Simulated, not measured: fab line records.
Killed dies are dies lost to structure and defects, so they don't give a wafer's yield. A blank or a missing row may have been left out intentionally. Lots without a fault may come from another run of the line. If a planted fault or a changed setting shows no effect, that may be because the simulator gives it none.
Matching of chambers || flow nandHarc || NHARC_P_BONDPAD_CMP_32 on cmp-02 has 4 sister chambers
The step polishes SiCN, target thk 200 nm. 18 wafers are shown with their chamber, then 9 later ones without.

## EACH WAFER AND ITS CHAMBER
{"wafer": "L076.1", "chamber": 1, "motorCurrentA (A)": 11.2}
{"wafer": "L076.3", "chamber": 3, "motorCurrentA (A)": 12.2}
{"wafer": "L076.6", "chamber": 0, "motorCurrentA (A)": 12.4}
{"wafer": "L078.1", "chamber": 1, "motorCurrentA (A)": 10.6}
{"wafer": "L078.2", "chamber": 2, "motorCurrentA (A)": 12.3}
{"wafer": "L078.4", "chamber": 3, "motorCurrentA (A)": 12.3}
{"wafer": "L079.1", "chamber": 3, "motorCurrentA (A)": 12.8}
{"wafer": "L079.3", "chamber": 0, "motorCurrentA (A)": 13.2}
{"wafer": "L079.6", "chamber": 2, "motorCurrentA (A)": 12.7}
{"wafer": "L084.1", "chamber": 1, "motorCurrentA (A)": 10.8}
{"wafer": "L084.2", "chamber": 0, "motorCurrentA (A)": 12.6}
{"wafer": "L084.6", "chamber": 3, "motorCurrentA (A)": 13.4}
{"wafer": "L083.2", "chamber": 0, "motorCurrentA (A)": 12.9}
{"wafer": "L083.3", "chamber": 1, "motorCurrentA (A)": 10.2}
{"wafer": "L083.4", "chamber": 3, "motorCurrentA (A)": 13.2}
{"wafer": "L087.2", "chamber": 1, "motorCurrentA (A)": 11.3}
{"wafer": "L087.3", "chamber": 0, "motorCurrentA (A)": 12.8}
{"wafer": "L087.4", "chamber": 2, "motorCurrentA (A)": 12.6}

SIGNATURES, as means of the wafers listed above
{"reading": "motorCurrentA", "chamber 0": 12.780, "chamber 1": 10.820, "chamber 2": 12.533, "chamber 3": 12.780, "scatter within a chamber": 0.413}
Rule: for each reading, subtract the chamber's mean from the wafer's reading, divide by that reading's scatter and square the result; add these up over the readings and take the root, which gives the wafer's distance from the chamber. If the next closest chamber is less than 2 further off than the closest, the wafer can't be placed; otherwise it belongs to the closest. The scatter: the root of (the sum of the squares of (reading less its chamber's mean) over the shown wafers, divided by (wafers less chambers)).

## WAFERS WHOSE CHAMBER IS MISSING
{"wafer": "L090.1", "motorCurrentA (A)": 12.9}
{"wafer": "L090.2", "motorCurrentA (A)": 13.2}
{"wafer": "L090.4", "motorCurrentA (A)": 12.9}
{"wafer": "L094.1", "motorCurrentA (A)": 13.0}
{"wafer": "L094.3", "motorCurrentA (A)": 10.6}
{"wafer": "L094.5", "motorCurrentA (A)": 12.4}
{"wafer": "L095.1", "motorCurrentA (A)": 13.2}
{"wafer": "L095.4", "motorCurrentA (A)": 12.2}
{"wafer": "L095.6", "motorCurrentA (A)": 10.7}

## EACH ONE'S CHAMBER
{"wafer": "L090.1", "from the rows above": "can't be placed: 0 or 3 or 2", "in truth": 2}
{"wafer": "L090.2", "from the rows above": "can't be placed: 0 or 3 or 2", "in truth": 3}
{"wafer": "L090.4", "from the rows above": "can't be placed: 0 or 3 or 2", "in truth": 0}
{"wafer": "L094.1", "from the rows above": "can't be placed: 0 or 3 or 2", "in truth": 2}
{"wafer": "L094.3", "from the rows above": 1, "in truth": 1}
{"wafer": "L094.5", "from the rows above": "can't be placed: 2 or 0 or 3", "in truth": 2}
{"wafer": "L095.1", "from the rows above": "can't be placed: 0 or 3 or 2", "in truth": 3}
{"wafer": "L095.4", "from the rows above": "can't be placed: 2 or 0 or 3", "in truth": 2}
{"wafer": "L095.6", "from the rows above": 1, "in truth": 1}
Placed correctly: 2 of 9. Unplaceable from these rows: 7, with the true chamber sitting among the candidates in 7. Number placed wrongly: 0.
